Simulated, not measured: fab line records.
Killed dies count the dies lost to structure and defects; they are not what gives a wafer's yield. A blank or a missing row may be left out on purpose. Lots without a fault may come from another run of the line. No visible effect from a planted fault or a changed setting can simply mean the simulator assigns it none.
8D (eight disciplines) problem report, filled in by code || flow n5-finfet || the parts of the form that need people (team, actions taken, sign-off) are left out

## 1. WHAT IS WRONG
Wafers without a fault read 63.21, standard deviation 0.062; exposure-dose-mJ-cm2 at N5_FIN_SAQP_EXPOSE_13 reads a mean of 62.20 on 6 wafers belonging to 2 lots. That is -16 standard deviations from the usual mean.
The step: exposes mask FIN CORE, target cd 35.6 nm.
First observed at day 3 22:29: wafer L227.2, on arfi-scanner-02. The record holds 33 wafers of 11 lots with a number at this step. Rule for "out" (also "out of limits"): further than 4 standard deviations from the usual mean. Any other wafer with a number is counted as sound.

## 2. WHAT IT IS; WHAT IT IS NOT
{"question": "which readings at this step", "is": "exposure-dose-mJ-cm2", "is not": "focus-offset-nm"}
{"question": "which lots", "is": "L227, L228", "is not": "L219, L220, L229, L230, L231, L232, L239, L240, L241"}
{"question": "which wafers of those lots", "is": "all that have a number", "is not": "-"}
{"question": "read on which tools", "is": "arfi-scanner-02", "is not": "arfi-scanner-01, arfi-scanner-03"}
{"question": "when", "is": "from day 3 22:29", "is not": "up to then (6 sound wafers); but 21 sound wafers of L229, L230, L231, L232, L239, L240, L241 came after"}

## 3. WHAT RULES OUT EACH SUSPECT
Counting: a tool at any process step up to the reading remains a suspect when it ran all the lots that are out and ran no sound lot after the first of those.
- arfi-scanner-02 at N5_FIN_SAQP_EXPOSE_13 (exposes mask FIN CORE, target cd 35.6 nm): kept. It ran every lot that is out, first L227 (day 3 22:29), and no sound lot after that. Its own readings are out on those wafers: exposure-dose-mJ-cm2.
After counting, what remains is arfi-scanner-02 at N5_FIN_SAQP_EXPOSE_13.

## 4. THE CAUSE (what the simulator had put in)
Process parameter drift: arfi-scanner-02, from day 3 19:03 on, at N5_FIN_SAQP_EXPOSE_13. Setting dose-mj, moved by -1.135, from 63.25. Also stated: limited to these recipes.
This tool alone remained once counting was done.

## 5. SEQUENCE OF EFFECTS, ordered by route
One row per reading whose mean, taken over the struck wafers that have a number, lies over 3 standard deviations from the usual. Only readings for which the record gives a usual standard deviation are gone through. hours: the time from each lot's start at the first step in this table that gives one to its start at this step, as a median over the lots. sigmas: the change in usual standard deviations.
{"hours": 0, "step": "N5_FIN_SAQP_EXPOSE_13", "reading": "exposure-dose-mJ-cm2", "usual": 63.21, "on struck wafers": 62.20, "change": -1.01, "sigmas": -16}
Process steps it contains:
- N5_FIN_SAQP_EXPOSE_13: exposes mask FIN CORE, target cd 35.6 nm.

## 6. HOW IT WOULD HAVE BEEN CAUGHT EARLIER
The fault began at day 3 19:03; the first out-of-limits reading in this record came at day 3 22:29, 3 hours later.
